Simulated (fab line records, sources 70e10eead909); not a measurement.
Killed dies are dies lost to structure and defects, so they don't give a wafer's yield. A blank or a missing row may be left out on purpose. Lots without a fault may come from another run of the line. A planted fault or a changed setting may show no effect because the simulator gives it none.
A struck lot beside a sound one | flow nand_harc | 15 steps out of a route of 1302
Sound: wafers L564.2, L564.3, L564.4. Struck: wafers L555.1, L555.3, L555.5. The cause comes at the end.
At each step with rows: each side's tool, then ch and its chambers, then its first start. Under that, the readings that differ: sound wafers | struck wafers | difference of the means | sigmas: that difference in standard deviations of wafers without a fault.
alike: readings whose means differ by less than 2 such deviations, and words and numbers that are the same on both sides. not compared: withheld readings, readings that some wafer has no value for, bounds like >300 that may hide the same value, and numbers for which the record gives no deviation and whose values overlap.
The two part at a step that has a row with sigmas, a row that says differs or no value, or rows on one side only. Numbers that don't overlap but have no deviation are shown without sigmas and don't part them. A reading that every wafer of one side lacks parts them only if that side has two wafers or more.

NHARC_P_GATE_DESCUM_93: chemistry O2, time 3 s.
  sound on rie_diel-07 ch 1,2,3, day 12 18:46; struck on rie_diel-04 ch 0,2, day 9 16:55
  reading               | sound             | struck            | difference | sigmas
  oes_product_au (a.u.) | 0.995 0.973 0.981 | 1.012 1.017 1.017 | +0.032     | +3
  alike: chamber_pressure_mTorr, drypump_motor_current_A, rf_vpp_V, showerhead_plenum_p_Torr, throttle_valve_pct
  not compared: rf_hours_counter_h
then, 1 step without rows for these wafers: NHARC_P_GATE_IMPLANT_94.
NHARC_P_GATE_STRIP_113: strips in N2/H2, time 740 s.
  sound on plasma_asher-01 ch 0,1, day 12 19:07; struck on plasma_asher-02 ch 0,1, day 9 17:23
  alike: drypump_motor_current_A, heater_power_w, temp_c
  not compared: rf_hours_counter_h
NHARC_P_GATE_STRIP_95: strips in O2.
  sound on plasma_asher-01 ch 0,1, day 12 19:51; struck on plasma_asher-02 ch 0,1, day 9 18:00
  alike: drypump_motor_current_A, heater_power_w, temp_c
  not compared: rf_hours_counter_h
then, 3 steps without rows for these wafers: NHARC_P_GATE_STRIP_96 (strips in SPM, time 900 s); NHARC_P_GATE_RTA_64 (time 1 s); NHARC_P_GATE_ETCH_77 (etches SiO2 in dHF, target depth 6 nm).
NHARC_P_GATE_DEGAS_109: time 60 s.
  sound on pvd_sputter-01, day 12 20:43; struck on pvd_sputter-03, day 9 18:52
  alike: heater_power_w, susceptor_temp_C
then, 4 steps without rows for these wafers: NHARC_P_GATE_PRE_CLEAN_110 (time 30 s); NHARC_P_GATE_SPUTTER_78 (material Ni, target thk 10 nm); NHARC_P_GATE_SPUTTER_79 (material TiN, target thk 10 nm); NHARC_P_GATE_RTA_80 (time 30 s).
NHARC_P_GATE_STRIP_67: strips in SPM, time 600 s.
  sound on wet_bench-06 ch 1,2,3, day 12 21:13; struck on wet_bench-06 ch 3,5,6, day 9 19:23
  reading               | sound                | struck               | difference | sigmas
  bath_guard_temp_C (C) | 129.9 130.7 129.7    | 125.7 125.0 124.8    | -4.9       | -10
  temp_c (C)            | 129.75 129.98 129.98 | 125.41 125.22 125.69 | -4.46      | -34
NHARC_P_GATE_RTA_82: time 30 s.
  sound on rtp_anneal-01 ch 0, day 12 21:30; struck on rtp_anneal-02 ch 0, day 9 19:38
  alike: lamp_power_pct, wafer_temp_C_max
-- the record jumps here: 19 days lie between the struck wafers' starts before and after (it left off in module P_GATE and takes up again in module END, whose first step shown is number 1302 of the route) --
NHARC_END_SORT_01:
  sound on prober-02 ch 0, day 31 05:58; struck on prober-02 ch 0, day 28 12:04
  reading             | sound | struck | difference | sigmas
  killed_at_periphery | 2 3 3 | 9 9 7  | +6         | +2
  alike: killed_at_array, killed_at_other, killed_dies, killed_open, killed_short

WHERE THEY PART
First at NHARC_P_GATE_DESCUM_93; last, within this record, at NHARC_END_SORT_01.

WHY: what the simulator had put in
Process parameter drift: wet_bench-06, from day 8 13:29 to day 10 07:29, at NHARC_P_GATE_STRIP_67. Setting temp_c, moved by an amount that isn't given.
